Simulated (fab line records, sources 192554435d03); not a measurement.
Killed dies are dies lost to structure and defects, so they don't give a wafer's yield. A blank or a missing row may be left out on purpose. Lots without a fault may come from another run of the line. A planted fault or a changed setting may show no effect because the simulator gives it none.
A struck lot beside a sound one | flow n5_finfet | 17 steps out of a route of 1938
Sound: wafers L710.2, L710.5, L710.6. Struck: wafer L722.5. (L722.3 of the same lot was not struck and is left out.) The cause comes at the end.
At each step with rows: each side's tool, then ch and its chambers, then its first start. Under that, the readings that differ: sound wafers | struck wafers | difference of the means | sigmas: that difference in standard deviations of wafers without a fault.
alike: readings whose means differ by less than 2 such deviations, and words and numbers that are the same on both sides. not compared: withheld readings, readings that some wafer has no value for, bounds like >300 that may hide the same value, and numbers for which the record gives no deviation and whose values overlap.
The two part at a step that has a row with sigmas, a row that says differs or no value, or rows on one side only. Numbers that don't overlap but have no deviation are shown without sigmas and don't part them. A reading that every wafer of one side lacks parts them only if that side has two wafers or more.

first, 4 steps without rows for these wafers: N5_BEOL_M7_HM_STRIP_39 (strips TiN in peroxide tin strip, target depth 25 nm, time 158 s); N5_BEOL_M7_SRD_40 (time 30 s); N5_BEOL_M7_PRECLEAN_42 (cleans in residue remover, time 60 s); N5_BEOL_M7_SRD_43 (time 30 s).
N5_BEOL_M7_CD_MEAS_35: target cd 40 nm.
  sound on cd_sem-03, day 10 12:40; struck on cd_sem-02, day 13 12:22
  alike: cd_nm
then, 1 step without rows for these wafers: N5_BEOL_M7_CURE_75 (cures SiCOH lowk, time 120 s).
N5_BEOL_M7_DEGAS_44: time 60 s.
  sound on pvd_sputter-03, day 10 13:28; struck on pvd_sputter-03, day 13 14:51
  alike: heater_power_w
N5_BEOL_M7_PRE_CLEAN_45: time 30 s.
  sound on pvd_sputter-03, day 10 13:31; struck on pvd_sputter-03, day 13 14:53
  alike: heater_power_w
then, 1 step without rows for these wafers: N5_BEOL_M7_ALD_77 (deposits TaN, target thk 2 nm, pulse time 2 s, purge time 3 s).
N5_BEOL_M7_SURFACE_TREAT_79:
  sound on pvd_sputter-02, day 10 13:56; struck on pvd_sputter-02, day 13 15:18
  not compared: throttle_valve_pct
then, 1 step without rows for these wafers: N5_BEOL_M7_CVD_78 (deposits Co from CCTBA/H2, target thk 2 nm, time 142.3 s).
N5_BEOL_M7_SPUTTER_48: material Cu, target thk 10 nm, time 1.667 s.
  sound on pvd_sputter-03, day 10 14:08; struck on pvd_sputter-01, day 13 15:29
  alike: throttle_valve_pct
N5_BEOL_M7_ECD_50: material Cu, target thk 300 nm.
  sound on ecd_cu-01 ch 0,1, day 10 14:17; struck on ecd_cu-01 ch 1, day 13 15:38
  reading                                | sound             | struck | difference | sigmas
  model.Cu_of_BEOL_M7_ECD_50.thk_nm (nm) | 297.6 297.4 297.4 | 413    | +116       |
N5_BEOL_M7_ANNEAL_51: time 90 s.
  sound on rtp_anneal-01 ch 0, day 10 14:26; struck on rtp_anneal-02 ch 0, day 13 15:49
  reading          | sound                | struck | difference | sigmas
  wafer_temp_C_max | 225.57 225.79 225.58 | 226.27 | +0.62      | +3
N5_BEOL_M7_CMP_52: polishes, stops on SiCOH lowk, t overpolish 6.9 s, target thk 80 nm.
  sound on cmp-01 ch 0,1,2, day 10 14:49; struck on cmp-04 ch 1, day 13 16:08
  reading                | sound          | struck | difference | sigmas
  time_to_endpoint_s (s) | 64.3 60.9 61.8 | 84.2   | +21.9      | +8
  alike: motor_current_A, platen_rpm
N5_BEOL_M7_THK_MEAS_53: measures by xrf.
  sound on film_metro-01, day 10 14:59; struck on film_metro-02, day 13 16:19
  alike: M7_THK
-- the record jumps here: 3 days lie between the struck wafers' starts before and after (it left off in module BEOL_M7 and takes up again in module PASSIVATION, whose first step shown is number 1936 of the route) --
N5_PASSIVATION_PROBE_49:
  the record has rows for the struck wafers here (prober-01, day 16 22:53) and none for the sound ones

WHERE THEY PART
First at N5_BEOL_M7_ANNEAL_51; last, within this record, at N5_PASSIVATION_PROBE_49.

WHY: what the simulator had put in
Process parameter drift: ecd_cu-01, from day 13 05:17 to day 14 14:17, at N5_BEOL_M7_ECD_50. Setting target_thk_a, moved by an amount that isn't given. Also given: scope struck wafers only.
